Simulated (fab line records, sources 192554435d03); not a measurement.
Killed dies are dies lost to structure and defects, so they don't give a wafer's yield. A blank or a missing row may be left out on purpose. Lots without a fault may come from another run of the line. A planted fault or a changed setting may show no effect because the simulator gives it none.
Chamber matching | flow n5_finfet | N5_BEOL_M0_SAQP_DESCUM_19 on rie_diel-04: 4 sister chambers
The step chemistry O2, time 7.9 s. 16 wafers are shown with their chamber, then 8 later ones without.

WAFERS WITH THEIR CHAMBER
wafer  | chamber | drypump_motor_current_A (A) | showerhead_plenum_p_Torr (Torr) | throttle_valve_pct (%)
L075.1 | 3       | 6.0                         | 2.00                            | 20.33
L075.2 | 1       | 5.4                         | 2.04                            | 20.70
L075.5 | 2       | 4.7                         | 2.17                            | 20.17
L076.2 | 0       | 6.3                         | 2.10                            | 20.35
L076.4 | 2       | 4.8                         | 2.17                            | 20.18
L076.5 | 1       | 5.4                         | 2.04                            | 20.71
L077.3 | 2       | 4.7                         | 2.17                            | 20.17
L077.5 | 0       | 6.2                         | 2.09                            | 20.33
L077.6 | 3       | 6.0                         | 2.00                            | 20.34
L081.1 | 1       | 5.4                         | 2.04                            | 20.72
L081.2 | 3       | 6.0                         | 2.00                            | 20.32
L081.3 | 2       | 4.8                         | 2.17                            | 20.18
L091.3 | 3       | 6.0                         | 2.00                            | 20.36
L091.4 | 0       | 6.3                         | 2.09                            | 20.40
L091.6 | 2       | 4.7                         | 2.16                            | 20.22
L092.4 | 1       | 5.4                         | 2.03                            | 20.74

SIGNATURES (means of the wafers above)
reading                  | chamber 0 | chamber 1 | chamber 2 | chamber 3 | scatter within a chamber
drypump_motor_current_A  | 6.267     | 5.400     | 4.740     | 6.000     | 0.0394
showerhead_plenum_p_Torr | 2.0933    | 2.0375    | 2.1680    | 2.0000    | 0.0043
throttle_valve_pct       | 20.3600   | 20.7175   | 20.1840   | 20.3375   | 0.0225
Rule: a wafer's distance from a chamber is the root of the sum, over the readings, of the square of ((its reading less the chamber's mean) divided by the reading's scatter). The wafer belongs to the nearest chamber; if the next one is less than 2 further off, it can't be placed. The scatter: the root of (the sum of the squares of (reading less its chamber's mean) over the shown wafers, divided by (wafers less chambers)).

WAFERS WITHOUT THEIR CHAMBER
wafer  | drypump_motor_current_A (A) | showerhead_plenum_p_Torr (Torr) | throttle_valve_pct (%)
L092.5 | 6.0                         | 1.99                            | 20.37
L092.6 | 4.7                         | 2.16                            | 20.24
L093.1 | 6.3                         | 2.08                            | 20.40
L093.4 | 4.8                         | 2.16                            | 20.23
L093.6 | 4.8                         | 2.16                            | 20.23
L094.1 | 4.8                         | 2.16                            | 20.23
L094.2 | 5.4                         | 2.03                            | 20.76
L094.3 | 6.3                         | 2.08                            | 20.40

WHICH CHAMBER EACH WENT THROUGH
wafer  | from the rows above | in truth
L092.5 | 3                   | 3
L092.6 | 2                   | 2
L093.1 | 0                   | 0
L093.4 | 2                   | 2
L093.6 | 2                   | 2
L094.1 | 2                   | 2
L094.2 | 1                   | 1
L094.3 | 0                   | 0
Placed correctly: 8 of 8. Can't be placed from these rows: 0. Placed wrongly: 0.
